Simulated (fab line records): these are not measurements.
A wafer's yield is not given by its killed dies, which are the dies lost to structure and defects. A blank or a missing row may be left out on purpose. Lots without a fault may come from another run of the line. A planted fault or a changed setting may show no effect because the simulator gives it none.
Check of tool commonality ; flow nand_harc ; Sampled: 10 lots, 30 wafers

== REASON IT WAS OPENED ==
Flagged at NHARC_P_M1_CD_MEAS_09: reading cd_nm, on 2 of 10 lots. Fault-free wafers read 130.0 nm, with a standard deviation of 0.68.
Rule: flag the lot when none of its wafers has a number, or when each of its wafers that has one lies beyond 4 standard deviations from that mean. The rest of the lots are taken to be sound.

lot;measured;on;cd_nm (nm), wafer by wafer;flag
L301;day 6 09:29;cd_sem-03;129.9 129.5 129.4;
L302;day 6 13:06;cd_sem-01;130.3 129.2 130.6;
L303;day 7 06:07;cd_sem-02;130.3 129.8 130.1;
L304;day 7 07:47;cd_sem-03;130.2 130.5 129.5;
L306;day 8 09:37;cd_sem-03;129.1 129.1 129.2;
L307;day 8 17:02;cd_sem-01;130.8 131.1 131.2;
L311;day 10 05:49;cd_sem-03;131.2 130.8 130.1;
L313;day 11 03:54;cd_sem-01;130.5 131.2 131.3;
L322;day 15 10:16;cd_sem-03;124.3 123.9 123.1;FLAGGED
L324;day 16 06:49;cd_sem-03;123.6 123.1 123.1;FLAGGED
The mean of the flagged lots' numbers is 123.5 nm, -6.5 nm from the usual (-10 standard deviations).

== LOT BY LOT: THE TOOL USED ==
The record holds 3 process steps before the reading, out of a route of 1302 steps. Every cell lists first the tool, next ch and the chambers used by the sampled wafers, and last the start.
lot;flag;NHARC_P_M0_DESCUM_14;NHARC_P_M0_ANNEAL_30;NHARC_P_M1_EXPOSE_06
L301;;rie_diel-04 ch 0,1,3, day 6 05:39;rtp_anneal-02 ch 0, day 6 07:20;arfi_scanner-03 ch 0, day 6 09:22
L302;;rie_diel-02 ch 2,3, day 6 08:47;rtp_anneal-02 ch 0, day 6 10:32;arfi_scanner-03 ch 0, day 6 12:58
L303;;rie_diel-04 ch 0,1,3, day 7 02:23;rtp_anneal-02 ch 0, day 7 04:02;arfi_scanner-03 ch 0, day 7 05:58
L304;;rie_diel-05 ch 0,3, day 7 03:49;rtp_anneal-01 ch 0, day 7 05:37;arfi_scanner-02 ch 0, day 7 07:38
L306;;rie_diel-04 ch 0,1, day 8 05:52;rtp_anneal-01 ch 0, day 8 07:32;arfi_scanner-03 ch 0, day 8 09:29
L307;;rie_diel-05 ch 0,3, day 8 12:56;rtp_anneal-02 ch 0, day 8 14:49;arfi_scanner-02 ch 0, day 8 16:53
L311;;rie_diel-04 ch 0,1,2, day 10 01:58;rtp_anneal-01 ch 0, day 10 03:43;arfi_scanner-01 ch 0, day 10 05:41
L313;;rie_diel-02 ch 1,3, day 11 00:02;rtp_anneal-02 ch 0, day 11 01:41;arfi_scanner-01 ch 0, day 11 03:46
L322;FLAGGED;rie_diel-04 ch 0,2,3, day 15 06:25;rtp_anneal-01 ch 0, day 15 08:04;arfi_scanner-02 ch 0, day 15 10:08
L324;FLAGGED;rie_diel-05 ch 1,2,3, day 16 02:34;rtp_anneal-01 ch 0, day 16 04:23;arfi_scanner-02 ch 0, day 16 06:40
What is done by these steps:
- NHARC_P_M0_DESCUM_14: chemistry O2, time 3 s.
- NHARC_P_M0_ANNEAL_30: time 90 s.
- NHARC_P_M1_EXPOSE_06: exposes mask P M1, target cd 130 nm.
- NHARC_P_M1_CD_MEAS_09: target cd 130 nm.

== FLAGGED OVER TOTAL, TOOL BY TOOL (the gauges that took the reading come last) ==
step;tool;lots run;flagged;share of the flagged lots;sound lots run after its first flagged lot
NHARC_P_M0_DESCUM_14;rie_diel-02;2;0;none;-
NHARC_P_M0_DESCUM_14;rie_diel-04;5;1;some;0
NHARC_P_M0_DESCUM_14;rie_diel-05;3;1;some;0
NHARC_P_M0_ANNEAL_30;rtp_anneal-01;5;2;all;0
NHARC_P_M0_ANNEAL_30;rtp_anneal-02;5;0;none;-
NHARC_P_M1_EXPOSE_06;arfi_scanner-01;2;0;none;-
NHARC_P_M1_EXPOSE_06;arfi_scanner-02;4;2;all;0
NHARC_P_M1_EXPOSE_06;arfi_scanner-03;4;0;none;-
NHARC_P_M1_CD_MEAS_09;cd_sem-01;3;0;none;-
NHARC_P_M1_CD_MEAS_09;cd_sem-02;1;0;none;-
NHARC_P_M1_CD_MEAS_09;cd_sem-03;6;2;all;0

== WHAT THE TABLE ALLOWS ==
rtp_anneal-01 at NHARC_P_M0_ANNEAL_30, arfi_scanner-02 at NHARC_P_M1_EXPOSE_06 and cd_sem-03 at NHARC_P_M1_CD_MEAS_09: these 3 rows of the table ran every flagged lot.
- rtp_anneal-01 at NHARC_P_M0_ANNEAL_30 ran 5 lots, 2 of them flagged. A fault beginning between L311 (day 10 03:43), its last sound lot, and L322 (day 15 08:04), its first flagged one, fits the data.
- arfi_scanner-02 at NHARC_P_M1_EXPOSE_06 ran 4 lots, 2 of them flagged. A fault beginning between L307 (day 8 16:53), its last sound lot, and L322 (day 15 10:08), its first flagged one, fits the data. Its own readings (exposure_dose_mJ_cm2) fall more than 4 standard deviations out on all wafers of the flagged lots.
- cd_sem-03 at NHARC_P_M1_CD_MEAS_09 ran 6 lots, 2 of them flagged. A fault beginning between L311 (day 10 05:49), its last sound lot, and L322 (day 15 10:16), its first flagged one, fits the data.
A lot count leaves these 3 tools indistinguishable: every one of them fits a fault beginning at some hour. More lots, or a look at what each step does to the wafer, might.

== WHAT WAS PUT IN BY THE SIMULATOR ==
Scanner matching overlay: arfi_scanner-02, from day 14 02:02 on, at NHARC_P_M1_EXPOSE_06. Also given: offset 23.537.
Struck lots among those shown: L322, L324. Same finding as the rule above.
